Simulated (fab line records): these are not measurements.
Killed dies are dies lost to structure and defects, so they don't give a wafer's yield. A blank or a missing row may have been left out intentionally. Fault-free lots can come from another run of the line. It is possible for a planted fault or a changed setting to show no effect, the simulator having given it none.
Split-lot experiment + flow n5Finfet + 7 lots, 21 wafers read, on a route of 1938 steps

ABOUT THE SPLIT
At N5_BEOL_M14_TRENCH_ETCH_34 (etches SiO2 in C4F8/O2/Ar, target depth 556.65 nm, time 126.9 s), the setting biasW was moved away from the recipe's 2040 W on 6 of the 21 wafers read, by -16.9% to +16.4%. All remaining wafers had this setting at the recipe value.

The split's own step is where the reading is taken.

THE READING
rfVppV, in V, at N5_BEOL_M14_TRENCH_ETCH_34 (etches SiO2 in C4F8/O2/Ar, target depth 556.65 nm, time 126.9 s). A value of 2217 V with a standard deviation of 73 V is what fault-free wafers of this fab line usually give.

| wafer  | tool, chamber at the split | biasW as run, W | against the recipe | rfVppV, V | against lot-mates on the recipe |
|--------|----------------------------|-----------------|--------------------|-----------|---------------------------------|
| L074.4 | rieDiel-01, 1              | 2040            | recipe             | 2359      | -                               |
| L074.5 | rieDiel-01, 2              | 1814            | -11.1%             | 2114      | -245                            |
| L074.6 | rieDiel-01, 1              | 1814            | -11.1%             | 2171      | -188                            |
| L078.3 | rieDiel-03, 0              | 2040            | recipe             | 2143      | -                               |
| L078.4 | rieDiel-03, 3              | 2040            | recipe             | 2180      | -                               |
| L078.6 | rieDiel-03, 0              | 2040            | recipe             | 2143      | -                               |
| L083.3 | rieDiel-01, 2              | 2040            | recipe             | 2295      | -                               |
| L083.4 | rieDiel-01, 3              | 2040            | recipe             | 2286      | -                               |
| L083.5 | rieDiel-01, 2              | 2040            | recipe             | 2293      | -                               |
| L085.2 | rieDiel-03, 2              | 2272            | +11.4%             | 2389      | +247                            |
| L085.3 | rieDiel-03, 0              | 2040            | recipe             | 2142      | -                               |
| L085.6 | rieDiel-03, 0              | 2040            | recipe             | 2142      | -                               |
| L088.1 | rieDiel-04, 2              | 2040            | recipe             | 2265      | -                               |
| L088.2 | rieDiel-04, 3              | 1695            | -16.9%             | 1988      | -277                            |
| L088.5 | rieDiel-04, 1              | 1695            | -16.9%             | 1972      | -293                            |
| L091.1 | rieDiel-03, 0              | 2040            | recipe             | 2143      | -                               |
| L091.3 | rieDiel-03, 1              | 2040            | recipe             | 2124      | -                               |
| L091.4 | rieDiel-03, 2              | 2040            | recipe             | 2217      | -                               |
| L092.4 | rieDiel-03, 3              | 2040            | recipe             | 2180      | -                               |
| L092.5 | rieDiel-03, 1              | 2040            | recipe             | 2124      | -                               |
| L092.6 | rieDiel-03, 0              | 2375            | +16.4%             | 2380      | +228                            |

THE FIT
A straight line over all 21 wafers: rfVppV changes by +11.6 V for each +1% of biasW; r = +0.78; the points scatter about the line by 72 V.
The same after taking each lot's own level away (the mean of its wafers on the recipe; 21 wafers): +17.2 V for each +1%; r = +0.98; scatter 29 V.
Per that fit: largest biasW move, reading shift of 2.9e+02 V.
Across the lots, their own levels run from 2142.0 to 2359.0 V, a range of 3.0 times the standard deviation given above.
So the lot-to-lot level blurs the effect unless lot-mates are compared.
Check: with one of the wafers moved furthest among these (-16.9%) left out of the fit, the line predicts -298 V for it against its lot-mates. It came out at -277 V against them.
Tool readings at the split's step, against how far the setting was moved: rfVppV r = +0.78.

OTHER SPLITS ON THESE WAFERS
Before the reading, these wafers also passed through other splits. Each is held against what the fit with the lots' levels taken away leaves over:
| other split on the same wafers | wafers away from the commonest value | r with rfVppV (lot level and that fit taken away) |
|--------------------------------|--------------------------------------|---------------------------------------------------|
| N5_BEOL_M10_COAT_64 spinRpm    | 5                                    | +0.16                                             |
| N5_BEOL_M14_ILD_DEP_00 timeS   | 6                                    | -0.22                                             |
| N5_BEOL_M14_COAT_58 spinRpm    | 8                                    | -0.04                                             |

FILE'S OWN FIT
rfVppV changes by +17 V for each +1% of biasW, r = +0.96.
